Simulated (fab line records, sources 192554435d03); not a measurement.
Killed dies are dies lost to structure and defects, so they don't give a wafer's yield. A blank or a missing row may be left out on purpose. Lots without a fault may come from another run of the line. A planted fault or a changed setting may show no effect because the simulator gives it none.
fab line records | flow n5_finfet
record lots=7 wafers=39
route steps=1938 shown BEOL_M14@1749 PAD_METAL@1896 PASSIVATION@1897
start_h: hours from the record's first day to the start of the lot's first wafer shown | wait_h: hours since the lot's step before | " the same as in the row above | L1.1+2: a row that stands for several wafers | - no value, or no start given | * or withheld: withheld | < > ~ a bound
route shown NAME@n: a module of which the file shows steps, and the number in the route of the first | usual: mean/standard deviation of fault-free wafers | same: alike in all rows | chamber/n: place in a boat | sites: the reading at each site | _std_site: their standard deviation | _edge_site: outer sites' mean less inner sites' | radius_mm: how far each site lies from the wafer's centre | mask NAME#n: copy n | behind: the tool/chamber that last shaped the wafer | hold: why the lot was held/for how many hours/how that ended | device: the transistor (n, p or np) that didn't switch | end of line: the same wafers' tests at the end of the route | a step without rows: its recipe alone | killed: dies lost to structure and defects at the first sort, not the wafer's yield | map: a wafer's dies, x killed, . not, _ none there
set.NAME: the setting as run; set.NAME@STEP: as run at that earlier step | model.NAME: the simulator's own value behind a step, which no gauge read
lots whose settings were changed on purpose; a table a step, a row a wafer
## steps
# step N5_BEOL_M14_DESCUM_33
# recipe chemistry=O2 time_s=7.9 source_power_w=50 bias_power_w=20 pressure_mtorr=20 rf_frequency_hz=2.712e+07 temp_c=40 o2_flow_sccm=225
# columns lot.wafer tool chamber start_h wait_h set.time_s model.coat_of_BEOL_M14_COAT_22.thk_nm
L075.1+3+5 rie_diel-03 1,3,2 286.79 0.0 7.9 284.4
L075.2 " 2 " " 7.9 284.2
L075.4 " 0 " " 7.9 283.6
L075.6 " 1 " " 7.9 284
L079.1+5 rie_diel-06 3,0 288.34 0.1 7.9 283.8
L079.2+4 " 0,3 " " 12.24 281.4
L079.3 " 2 " " 12.24 281.8
L079.6 " 2 " " 7.9 284.4
L089.1+2 rie_diel-03 1,2 360.25 0.0 7.9 284.6
L089.3+4 " 0,3 " " 7.9 285
L089.5 " 2 " " 7.9 284.8
L089.6 " 3 " " 7.9 284.4
L088.1+6 rie_diel-06 2,0 360.68 0.1 7.9 282.6
L088.2 " 3 " " 7.9 283.2
L088.3 " 0 " " 7.9 283.6
L088.4 " 1 " " 7.9 283.4
L088.5 " 1 " " 7.9 283.8
L091.1+4+6 rie_diel-03 2,3,1 375.79 0.0 7.9 284
L094.1 rie_diel-03 2 382.20 0.1 7.9 282
L094.2 " 0 " " 3.938 285.2
L094.3 " 3 " " 3.938 283.8
L094.4 " 1 " " 7.9 282.2
L094.5 " 3 " " 7.9 282.6
L094.6 " 2 " " 3.938 284.2
L095.1 rie_diel-01 1 397.40 0.0 11.63 281
L095.2 " 2 " " 11.63 282.4
L095.3 " 0 " " 7.9 284.2
L095.4 " 3 " " 11.63 281.4
L095.5+6 " 2,1 " " 7.9 283.2
# step N5_BEOL_M14_ETCH_67
# recipe chemistry=CF4 target=SiARC target_depth_a=1430 time_s=238.3 ion_energy_ev=80 pressure_mtorr=40 source_w=545 bias_w=36 Ar_flow_sccm=100 cf4_flow_sccm=100 ends=cleared
# columns lot.wafer tool chamber start_h wait_h set.time_s@BEOL_M14_DESCUM_33 model.coat_of_BEOL_M14_COAT_22.thk_nm
L075.1+5 rie_diel-03 1,2 286.83 0.0 7.9 212.6
L075.2 " 2 " " 7.9 212.4
L075.3 " 3 " " 7.9 212.8
L075.4 " 0 " " 7.9 211.6
L075.6 " 1 " " 7.9 212.2
L079.1 rie_diel-06 3 288.38 0.0 7.9 212.2
L079.2+4 " 0,3 " " 12.24 209.6
L079.3 " 2 " " 12.24 210.4
L079.5 " 0 " " 7.9 212.4
L079.6 " 2 " " 7.9 213
L089.1 rie_diel-03 1 360.29 0.0 7.9 212.6
L089.2 " 2 " " 7.9 212.8
L089.3+4 " 0,3 " " 7.9 213.2
L089.5 " 2 " " 7.9 213
L089.6 " 3 " " 7.9 212.4
L088.1 rie_diel-06 2 360.72 0.0 7.9 211.4
L088.2 " 3 " " 7.9 211.8
L088.3+5 " 0,1 " " 7.9 212.4
L088.4 " 1 " " 7.9 212.2
L088.6 " 0 " " 7.9 211
L091.1 rie_diel-03 2 375.83 0.0 7.9 212.8
L091.4 " 3 " " 7.9 212.2
L091.6 " 1 " " 7.9 212.6
L094.1 rie_diel-03 2 382.23 0.0 7.9 210.4
L094.2 " 0 " " 3.938 213.8
L094.3 " 3 " " 3.938 212.4
L094.4 " 1 " " 7.9 210.6
L094.5 " 3 " " 7.9 211.4
L094.6 " 2 " " 3.938 212.8
L095.1 rie_diel-01 1 397.43 0.0 11.63 209.2
L095.2 " 2 " " 11.63 210.4
L095.3 " 0 " " 7.9 212.6
L095.4 " 3 " " 11.63 209.6
L095.5 " 2 " " 7.9 211.2
L095.6 " 1 " " 7.9 211.4
# step N5_PASSIVATION_AL_DEP_21
# recipe material=Al target_thk_a=28000 temp_c=400 time_s=170 power_w=30000 chamber_pressure_pa=0.4 gas=Ar
# columns lot.wafer tool chamber start_h wait_h set.time_s model.Al_of_PASSIVATION_AL_DEP_21.thk_nm
L075.1 pvd_sputter-03 - 314.03 0.1 269.4 4398
L075.2 " - " " 269.4 4453
L075.3 " - " " 170 2778
L075.4 " - " " 170 2802
L075.5 " - " " 170 2829
L075.6 " - " " 269.4 4423
L079.1 pvd_sputter-03 - 314.55 0.1 170 2787
L079.2 " - " " 238.8 3883
L079.3 " - " " 170 2867
L079.4 " - " " 170 2763
L079.5 " - " " 238.8 3968
L079.6 " - " " 238.8 3904
L089.1 pvd_sputter-01 - 383.45 0.1 170 2773
L089.2+6 " - " " 170 2781
L089.3 " - " " 170 2734
L089.4 " - " " 170 2769
L089.5 " - " " 170 2757
L088.1 pvd_sputter-01 - 387.07 0.1 68.06 1078
L088.2 " - " " 170 2773
L088.3 " - " " 68.06 1123
L088.4 " - " " 170 2788
L088.5 " - " " 170 2775
L088.6 " - " " 68.06 1058
L094.1 pvd_sputter-02 - 403.11 0.1 80.77 1342
L094.2 " - " " 170 2810
L094.3 " - " " 170 2798
L094.4 " - " " 80.77 1347
L094.5 " - " " 170 2800
L094.6 " - " " 80.77 1357
L091.1 pvd_sputter-03 - 403.22 0.1 170 2720
L091.4 " - " " 170 2794
L091.6 " - " " 170 2805
L095.1 pvd_sputter-03 - 416.29 0.1 170 2777
L095.2 " - " " 256.5 4222
L095.3 " - " " 170 2831
L095.4 " - " " 170 2765
L095.5 " - " " 256.5 4271
L095.6 " - " " 256.5 4239
# step N5_PASSIVATION_HMDS_23
# recipe time_s=60 temp_c=120
# step N5_PASSIVATION_COAT_24
# recipe spin_rpm=3000 resist_thk_nm=withheld
# step N5_PASSIVATION_DESCUM_32
# recipe chemistry=O2 time_s=7.9 source_power_w=50 bias_power_w=20 pressure_mtorr=20 rf_frequency_hz=2.712e+07 temp_c=40 o2_flow_sccm=225
# step N5_PASSIVATION_AL_ETCH_33
# recipe chemistry=Cl2/BCl3 target_depth_a=28000 over_etch_frac=0.15 Cl2_flow_sccm=180 bcl3_flow_sccm=60 target=Al stop_on=TaN time_s=466.7 ion_energy_ev=100 pressure_mtorr=10 icp_w=900 bias_w=100
# usual oes_product_au=0.73/0.056
# columns lot.wafer tool chamber start_h wait_h set.time_s@PASSIVATION_AL_DEP_21 oes_product_au
L075.1 rie_metal-02 1 314.77 0.1 269.4 0.86
L075.2 " 0 " " 269.4 0.83
L075.3 " 1 " " 170 0.78
L075.4 " 0 " " 170 0.74
L075.5 " 1 " " 170 0.79
L075.6 " 0 " " 269.4 0.83
L079.1 rie_metal-01 0 315.19 0.1 170 0.66
L079.2 " 1 " " 238.8 0.70
L079.3 " 1 " " 170 0.64
L079.4 " 0 " " 170 0.66
L079.5 " 0 " " 238.8 0.74
L079.6 " 1 " " 238.8 0.70
L089.1 rie_metal-03 1 384.46 0.1 170 0.75
L089.2 " 0 " " 170 0.76
L089.3 " 0 " " 170 0.75
L089.4 " 1 " " 170 0.74
L089.5 " 1 " " 170 0.75
L089.6 " 0 " " 170 0.76
L088.1 rie_metal-02 1 387.72 0.1 68.06 0.43
L088.2 " 1 " " 170 0.75
L088.3 " 1 " " 68.06 0.44
L088.4 " 1 " " 170 0.75
L088.5 " 1 " " 170 0.75
L088.6 " 1 " " 68.06 0.43
L094.1 rie_metal-02 1 403.75 0.1 80.77 0.47
L094.2 " 0 " " 170 0.73
L094.3 " 0 " " 170 0.73
L094.4 " 1 " " 80.77 0.47
L094.5 " 1 " " 170 0.75
L094.6 " 0 " " 80.77 0.47
L091.1 rie_metal-03 0 404.96 0.1 170 0.75
L091.4 " 0 " " 170 0.76
L091.6 " 0 " " 170 0.76
L095.1 rie_metal-02 1 416.93 0.1 170 0.74
L095.2 " 0 " " 256.5 0.82
L095.3 " 0 " " 170 0.72
L095.4 " 1 " " 170 0.73
L095.5 " 1 " " 256.5 0.82
L095.6 " 0 " " 256.5 0.81
# step N5_PASSIVATION_ETCH_59
# recipe chemistry=Cl2/BCl3 target=TaN target_depth_a=650 time_s=34.9 ion_energy_ev=100 pressure_mtorr=10 icp_w=900 bias_w=100 Cl2_flow_sccm=60 bcl3_flow_sccm=30
# usual oes_product_au=0.81/0.063
# columns lot.wafer tool chamber start_h wait_h set.time_s@PASSIVATION_AL_DEP_21 oes_product_au
L075.1 rie_metal-02 1 315.17 0.3 269.4 0.24
L075.2 " 0 " " 269.4 0.22
L075.3 " 1 " " 170 0.86
L075.4 " 0 " " 170 0.84
L075.5 " 1 " " 170 0.86
L075.6 " 0 " " 269.4 0.22
L079.1 rie_metal-01 0 315.59 0.3 170 0.74
L079.2 " 1 " " 238.8 0.19
L079.3 " 1 " " 170 0.69
L079.4 " 0 " " 170 0.74
L079.5 " 0 " " 238.8 0.20
L079.6 " 1 " " 238.8 0.18
L089.1 rie_metal-03 1 384.86 0.3 170 0.85
L089.2 " 0 " " 170 0.86
L089.3 " 0 " " 170 0.86
L089.4 " 1 " " 170 0.85
L089.5 " 1 " " 170 0.85
L089.6 " 0 " " 170 0.86
L088.1 rie_metal-02 1 388.52 0.7 68.06 0.83
L088.2 " 1 " " 170 0.83
L088.3 " 1 " " 68.06 0.83
L088.4 " 1 " " 170 0.83
L088.5 " 1 " " 170 0.82
L088.6 " 1 " " 68.06 0.83
L094.1 rie_metal-02 1 404.16 0.3 80.77 0.82
L094.2 " 0 " " 170 0.81
L094.3 " 0 " " 170 0.81
L094.4 " 1 " " 80.77 0.83
L094.5 " 1 " " 170 0.81
L094.6 " 0 " " 80.77 0.80
L091.1 rie_metal-03 0 405.36 0.3 170 0.84
L091.4 " 0 " " 170 0.84
L091.6 " 0 " " 170 0.84
L095.1 rie_metal-02 1 417.33 0.3 170 0.82
L095.2 " 0 " " 256.5 0.22
L095.3 " 0 " " 170 0.81
L095.4 " 1 " " 170 0.81
L095.5 " 1 " " 256.5 0.22
L095.6 " 0 " " 256.5 0.22
## key
split step=N5_BEOL_M14_DESCUM_33 setting=time_s stated=7.9 by=wafer
response step=N5_BEOL_M14_DESCUM_33 reading=model.coat_of_BEOL_M14_COAT_22.thk_nm change=-0.043 per=1% r=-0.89
response step=N5_BEOL_M14_ETCH_67 reading=model.coat_of_BEOL_M14_COAT_22.thk_nm change=-0.0453 per=1% r=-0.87
split step=N5_PASSIVATION_AL_DEP_21 setting=time_s stated=170 by=wafer
response step=N5_PASSIVATION_AL_DEP_21 reading=model.Al_of_PASSIVATION_AL_DEP_21.thk_nm change=+28 per=1% r=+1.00
response step=N5_PASSIVATION_AL_ETCH_33 reading=oes_product_au change=+0.00312 per=1% r=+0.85
response step=N5_PASSIVATION_ETCH_59 reading=oes_product_au shape=bent at_lowest=0.83 at_stated=0.82 at_highest=0.23
